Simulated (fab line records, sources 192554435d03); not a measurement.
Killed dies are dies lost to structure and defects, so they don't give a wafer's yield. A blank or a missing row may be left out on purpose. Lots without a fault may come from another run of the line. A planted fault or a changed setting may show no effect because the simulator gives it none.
A struck lot beside a sound one | flow n5_finfet | 16 steps out of a route of 1938
Sound: wafers L996.1, L996.4, L996.6. Struck: wafers L111.2, L111.3, L111.5. The cause comes at the end.
At each step with rows: each side's tool, then ch and its chambers, then its first start. Under that, the readings that differ: sound wafers | struck wafers | difference of the means | sigmas: that difference in standard deviations of wafers without a fault.
alike: readings whose means differ by less than 2 such deviations, and words and numbers that are the same on both sides. not compared: withheld readings, readings that some wafer has no value for, bounds like >300 that may hide the same value, and numbers for which the record gives no deviation and whose values overlap.
The two part at a step that has a row with sigmas, a row that says differs or no value, or rows on one side only. Numbers that don't overlap but have no deviation are shown without sigmas and don't part them. A reading that every wafer of one side lacks parts them only if that side has two wafers or more.

first, 9 steps without rows for these wafers: N5_BEOL_M2_SOFTBAKE_23 (time 60 s); N5_BEOL_M2_EXPOSE_25 (exposes mask V1, defocus 5 nm); N5_BEOL_M2_PEB_26 (peb time 60 s); N5_BEOL_M2_DEVELOP_27 (develop time 30 s); N5_BEOL_M2_DESCUM_33 (chemistry O2, time 7 s); N5_BEOL_M2_ETCH_77 (etches underlayer in N2/H2, target depth 6.5 nm, time 5.2 s); N5_BEOL_M2_ETCH_69 (etches SiARC in CF4, target depth 15.6 nm, time 26 s); N5_BEOL_M2_ALD_98 (deposits SiO2, target thk 2.5 nm, pulse time 1 s, co reactant pulse time 1 s); N5_BEOL_M2_ETCHBACK_99 (etches SiO2 in CHF3, target depth 5 nm, time 10.4 s).
N5_BEOL_M2_ETCH_70: etches SOC in N2/H2, target depth 80 nm, overetch 24 nm, time 130 s.
  sound on rie_diel-03 ch 0,1,2, day 8 03:31; struck on rie_diel-03 ch 0,1, day 11 16:19
  no value came back on the struck wafers for any of 8 readings (bias_w (W), chamber_pressure_mTorr (mTorr) and others); on the sound wafers bias_w (W) reads 149.7 149.8 150.1
  reading                                         | sound     | struck         | difference | sigmas
  model.CAR-EUV_of_BEOL_M2_COAT_22.thk_nm (nm)    | 0 0 0     | 10.6 10.6 10.6 | +10.6      |
  model.SiARC_of_BEOL_M2_COAT_68.thk_nm (nm)      | 5.8 5.8 6 | 12 12 12       | +6         |
  model.underlayer_of_BEOL_M2_COAT_76.thk_nm (nm) | 0 0 0     | 5 5 5          | +5         |
  not compared: rf_hours_counter_h
then, 2 steps without rows for these wafers: N5_BEOL_M2_STRIP_71 (strips in N2/H2); N5_BEOL_M2_STRIP_78 (strips in N2/H2).
N5_BEOL_M2_VIA_ETCH_34: etches the open film in C4F6/O2, target depth 69.4 nm, time 65.9 s.
  sound on rie_diel-03 ch 0,1,2, day 8 03:37; struck on rie_diel-03 ch 0,1, day 11 16:25
  reading               | sound          | struck         | difference | sigmas
  oes_product_au (a.u.) | 0.85 0.80 0.79 | 0.29 0.29 0.29 | -0.52      | -6
  alike: C4F6_flow_sccm, O2_flow_sccm, drypump_motor_current_A, rf_vpp_V, showerhead_plenum_p_Torr, throttle_valve_pct
  not compared: rf_hours_counter_h
then, 1 step without rows for these wafers: N5_BEOL_M2_STRIP_83 (strips in C4F6/O2).
N5_BEOL_M4_RC_MEAS_101:
  the record has rows for the sound wafers here (prober-01 ch 0, day 9 10:23) and none for the struck ones
-- the record jumps here: 6 days lie between the struck wafers' starts before and after (it left off in module BEOL_M4 and takes up again in module PASSIVATION, whose first step shown is number 1936 of the route) --
N5_PASSIVATION_PROBE_49:
  the record has rows for the struck wafers here (prober-01, day 17 23:56) and none for the sound ones

WHERE THEY PART
First at N5_BEOL_M2_ETCH_70; last, within this record, at N5_PASSIVATION_PROBE_49.

WHY: what the simulator had put in
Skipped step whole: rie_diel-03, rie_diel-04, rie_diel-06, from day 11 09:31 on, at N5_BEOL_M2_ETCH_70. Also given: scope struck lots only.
